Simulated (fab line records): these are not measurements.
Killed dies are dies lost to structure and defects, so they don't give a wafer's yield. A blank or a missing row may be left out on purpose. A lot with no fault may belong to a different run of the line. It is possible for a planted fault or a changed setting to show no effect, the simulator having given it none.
Chamber matching | flow n5 finfet | 4 sister chambers for N5_BEOL_M9_STRIP_36 on rie diel-03
The step strips in N2/H2. 22 wafers are shown with their chamber, then 11 later ones without.

== EACH WAFER AND ITS CHAMBER ==
wafer  | chamber | drypump motor current A (A) | throttle valve pct (%) | showerhead plenum p Torr (Torr)
L075.1 | 1       | 6.1                         | 24.2                   | 2.63
L075.2 | 3       | 6.7                         | 23.4                   | 2.58
L075.5 | 3       | 6.6                         | 23.3                   | 2.59
L078.1 | 2       | 5.8                         | 23.5                   | 2.54
L078.3 | 1       | 6.0                         | 24.1                   | 2.62
L078.6 | 2       | 5.8                         | 23.5                   | 2.54
L080.3 | 0       | 4.9                         | 23.4                   | 2.53
L080.4 | 1       | 6.1                         | 24.2                   | 2.62
L080.5 | 1       | 6.1                         | 24.2                   | 2.62
L082.1 | 3       | 6.7                         | 23.3                   | 2.58
L082.2 | 2       | 5.8                         | 23.5                   | 2.54
L082.5 | 2       | 5.8                         | 23.5                   | 2.54
L084.2 | 2       | 5.8                         | 23.5                   | 2.54
L084.4 | 0       | 4.9                         | 23.4                   | 2.52
L084.6 | 1       | 6.1                         | 24.2                   | 2.62
L089.1 | 1       | 6.1                         | 24.2                   | 2.62
L089.2 | 0       | 4.9                         | 23.5                   | 2.52
L089.3 | 2       | 5.8                         | 23.5                   | 2.53
L088.1 | 3       | 6.7                         | 23.4                   | 2.57
L088.4 | 0       | 4.9                         | 23.5                   | 2.52
L088.6 | 1       | 6.1                         | 24.2                   | 2.61
L093.1 | 1       | 6.1                         | 24.2                   | 2.61

SIGNATURES (means of the wafers above)
reading                  | chamber 0 | chamber 1 | chamber 2 | chamber 3 | scatter within a chamber
drypump motor current A  | 4.900     | 6.087     | 5.800     | 6.675     | 0.03
throttle valve pct       | 23.450    | 24.188    | 23.500    | 23.350    | 0.04
showerhead plenum p Torr | 2.5225    | 2.6187    | 2.5383    | 2.5800    | 0.00599
Rule: distance of a wafer from a chamber = root of the sum over the readings of ((wafer's reading minus chamber's mean) / reading's scatter) squared. If the next closest chamber is less than 2 further off than the closest, the wafer can't be placed; otherwise it belongs to the closest. The scatter: the root of (the sum of the squares of (reading less its chamber's mean) over the shown wafers, divided by (wafers less chambers)).

== WAFERS WITH NO CHAMBER GIVEN ==
wafer  | drypump motor current A (A) | throttle valve pct (%) | showerhead plenum p Torr (Torr)
L093.5 | 6.1                         | 24.2                   | 2.61
L093.6 | 5.8                         | 23.5                   | 2.53
L091.2 | 4.9                         | 23.5                   | 2.52
L091.4 | 5.7                         | 23.5                   | 2.53
L091.6 | 6.6                         | 23.4                   | 2.57
L095.2 | 6.7                         | 23.4                   | 2.57
L095.3 | 5.8                         | 23.5                   | 2.52
L095.4 | 4.9                         | 23.5                   | 2.51
L097.1 | 6.7                         | 23.4                   | 2.56
L097.2 | 4.9                         | 23.5                   | 2.51
L097.3 | 5.8                         | 23.6                   | 2.52

== WHICH CHAMBER EACH WENT THROUGH ==
wafer  | from the rows above | in truth
L093.5 | 1                   | 1
L093.6 | 2                   | 2
L091.2 | 0                   | 0
L091.4 | 2                   | 2
L091.6 | 3                   | 3
L095.2 | 3                   | 3
L095.3 | 2                   | 2
L095.4 | 0                   | 0
L097.1 | 3                   | 3
L097.2 | 0                   | 0
L097.3 | 2                   | 2
Placed correctly: 11 of 11. Number that these rows cannot place: 0. Placed wrongly: 0.
